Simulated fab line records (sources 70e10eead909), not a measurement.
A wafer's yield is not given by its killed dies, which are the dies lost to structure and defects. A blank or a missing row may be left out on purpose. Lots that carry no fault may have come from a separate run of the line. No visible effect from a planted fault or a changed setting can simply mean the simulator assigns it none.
Check for tools in common | flow nand-harc | Sampled: 12 lots, 36 wafers

== WHY THIS WAS OPENED ==
At NHARC_P_STI_INSPECT_25 the reading raw-defect-count is flagged on 2 of 12 lots. Wafers without a fault read 224, standard deviation 74.
Rule: a lot is flagged in two cases, either no wafer of it has a number, or all its wafers with numbers fall more than 4 standard deviations from that mean. The other lots count as sound.

lot  | measured    | on                | raw-defect-count, wafer by wafer | flag
L289 | day 3 17:26 | defect-inspect-01 | 281 326 292                      |
L291 | day 4 05:58 | defect-inspect-01 | 243 203 192                      |
L293 | day 4 15:29 | defect-inspect-02 | 72 158 156                       |
L295 | day 5 03:51 | defect-inspect-01 | 195 229 183                      |
L297 | day 5 16:34 | defect-inspect-01 | 369 258 198                      |
L296 | day 5 16:34 | defect-inspect-02 | 249 151 159                      |
L299 | day 6 00:05 | defect-inspect-01 | 211 155 177                      |
L301 | day 6 21:35 | defect-inspect-02 | 254 241 234                      |
L303 | day 7 06:11 | defect-inspect-02 | 1119 1021 1078                   | FLAGGED
L304 | day 7 06:12 | defect-inspect-01 | 1052 1098 1089                   | FLAGGED
L308 | day 8 15:53 | defect-inspect-02 | 323 197 489                      |
L309 | day 8 15:53 | defect-inspect-01 | 231 123 220                      |
The mean of the flagged lots' numbers is 1076, +852 from the usual (+12 standard deviations).

== TOOL THAT RAN EACH LOT ==
The record keeps 1 process step preceding the reading, out of 1159 steps on the route. Read each cell as the tool, then ch plus the chambers that the sampled wafers visited, then the start.
lot  | flag    | NHARC_P_STI_OXIDE_40
L289 |         | furnace-04 ch 0, day 3 13:20
L291 |         | furnace-04 ch 0, day 4 01:53
L293 |         | furnace-04 ch 0, day 4 11:25
L295 |         | furnace-03 ch 0, day 4 23:50
L297 |         | furnace-06 ch 0, day 5 12:31
L296 |         | furnace-06 ch 0, day 5 12:31
L299 |         | furnace-03 ch 0, day 5 19:56
L301 |         | furnace-04 ch 0, day 6 17:31
L303 | FLAGGED | furnace-06 ch 0, day 7 02:08
L304 | FLAGGED | furnace-06 ch 0, day 7 02:08
L308 |         | furnace-03 ch 0, day 8 11:52
L309 |         | furnace-03 ch 0, day 8 11:52
What the steps here do:
- NHARC_P_STI_OXIDE_40: material SiO2, target thk 10 nm, ox time 1362 s.
- NHARC_P_STI_INSPECT_25

== FLAGGED OVER TOTAL, TOOL BY TOOL (the gauges that took the reading come last) ==
step                   | tool              | lots run | flagged | share of the flagged lots | sound lots run after its first flagged lot
NHARC_P_STI_OXIDE_40   | furnace-03        | 4        | 0       | none                      | -
NHARC_P_STI_OXIDE_40   | furnace-04        | 4        | 0       | none                      | -
NHARC_P_STI_OXIDE_40   | furnace-06        | 4        | 2       | all                       | 0
NHARC_P_STI_INSPECT_25 | defect-inspect-01 | 7        | 1       | some                      | 1 (L309)
NHARC_P_STI_INSPECT_25 | defect-inspect-02 | 5        | 1       | some                      | 1 (L308)

== WHAT THE TABLE PERMITS ==
In the table, 1 row covers all flagged lots: furnace-06 at NHARC_P_STI_OXIDE_40.
- furnace-06 at NHARC_P_STI_OXIDE_40: 2 of its 4 lots flagged. It ran its last sound lot, L296, at day 5 12:31 and its first flagged lot, L303, at day 7 02:08: a fault with its onset between the two fits.
furnace-06 at NHARC_P_STI_OXIDE_40 is the single tool remaining.

== WHAT HAD BEEN PUT IN BY THE SIMULATOR ==
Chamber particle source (furnace-06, NHARC_P_STI_OXIDE_40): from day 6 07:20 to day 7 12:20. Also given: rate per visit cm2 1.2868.
Lots struck among those shown: L303, L304. This agrees with what the rule above found.
